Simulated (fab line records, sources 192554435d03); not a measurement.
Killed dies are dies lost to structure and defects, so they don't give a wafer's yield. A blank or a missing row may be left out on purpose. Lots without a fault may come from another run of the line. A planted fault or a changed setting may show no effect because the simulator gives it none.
Tool commonality check | flow n5_finfet | 10 lots, 30 wafers sampled

WHY IT WAS OPENED
At N5_SD_EPI_N_EPI_MEAS_23 the reading thk_nm is flagged on 2 of 10 lots. Wafers without a fault read 59.0 nm, standard deviation 1.1.
Rule: a lot is flagged when every wafer of it that has a number lies more than 4 standard deviations from that mean, or none has a number. The other lots count as sound.

lot  | measured    | on            | thk_nm (nm), wafer by wafer | flag
L142 | day 3 04:17 | film_metro-01 | 57.7 59.4 59.8              |
L143 | day 3 10:54 | film_metro-01 | 59.3 57.0 60.2              |
L145 | day 4 02:00 | film_metro-02 | 59.1 60.1 59.5              |
L147 | day 4 11:34 | film_metro-02 | 58.7 62.4 60.6              |
L158 | day 7 10:19 | film_metro-01 | 0.5 1.2 1.9                 | FLAGGED
L159 | day 7 10:31 | film_metro-01 | 0.3 0.1 0.9                 | FLAGGED
L161 | day 7 21:20 | film_metro-01 | 58.7 57.6 56.8              |
L163 | day 8 10:04 | film_metro-01 | 60.1 59.1 59.8              |
L164 | day 8 17:31 | film_metro-01 | 61.3 58.5 57.8              |
L165 | day 8 22:38 | film_metro-02 | 60.5 61.2 59.0              |
The numbers of the flagged lots are 0.8 nm on average: -58.2 nm against the usual, or -53 standard deviations.

WHICH TOOL RAN EACH LOT
The record holds 1 process step before the reading, out of a route of 1938 steps. In each cell: the tool, then ch and the chambers that the sampled wafers went through, then the start.
lot  | flag    | N5_SD_EPI_N_PRECLEAN_48
L142 |         | epi_rpcvd-02 ch 0, day 3 01:17
L143 |         | epi_rpcvd-04 ch 0, day 3 08:32
L145 |         | epi_rpcvd-01 ch 0, day 3 23:13
L147 |         | epi_rpcvd-02 ch 0, day 4 09:22
L158 | FLAGGED | epi_rpcvd-01, day 7 08:04
L159 | FLAGGED | epi_rpcvd-02, day 7 08:16
L161 |         | epi_rpcvd-01 ch 0, day 7 19:03
L163 |         | epi_rpcvd-02 ch 0, day 8 07:52
L164 |         | epi_rpcvd-01 ch 0, day 8 14:31
L165 |         | epi_rpcvd-02 ch 0, day 8 20:23
What these steps do:
- N5_SD_EPI_N_PRECLEAN_48: cleans in NF3:NH3, afs cycles 2, time 20 s, sublimation time 60 s.
- N5_SD_EPI_N_EPI_MEAS_23

FLAGGED OVER TOTAL, TOOL BY TOOL (the gauges that took the reading come last)
step                    | tool          | lots run | flagged | share of the flagged lots | sound lots run after its first flagged lot
N5_SD_EPI_N_PRECLEAN_48 | epi_rpcvd-01  | 4        | 1       | some                      | 2 (L161,L164)
N5_SD_EPI_N_PRECLEAN_48 | epi_rpcvd-02  | 5        | 1       | some                      | 2 (L163,L165)
N5_SD_EPI_N_PRECLEAN_48 | epi_rpcvd-04  | 1        | 0       | none                      | -
N5_SD_EPI_N_EPI_MEAS_23 | film_metro-01 | 7        | 2       | all                       | 3 (L161,L163,L164)
N5_SD_EPI_N_EPI_MEAS_23 | film_metro-02 | 3        | 0       | none                      | -

WHAT THE TABLE ALLOWS
1 row of the table ran every flagged lot: film_metro-01 at N5_SD_EPI_N_EPI_MEAS_23.
- film_metro-01 at N5_SD_EPI_N_EPI_MEAS_23: 2 of its 7 lots flagged. Sound lots ran on it after the first flagged one (L161, L163, L164), which a lasting fault on the whole tool wouldn't allow.
No row of the table ran every flagged lot and no sound lot after the first.

WHAT THE SIMULATOR HAD PUT IN
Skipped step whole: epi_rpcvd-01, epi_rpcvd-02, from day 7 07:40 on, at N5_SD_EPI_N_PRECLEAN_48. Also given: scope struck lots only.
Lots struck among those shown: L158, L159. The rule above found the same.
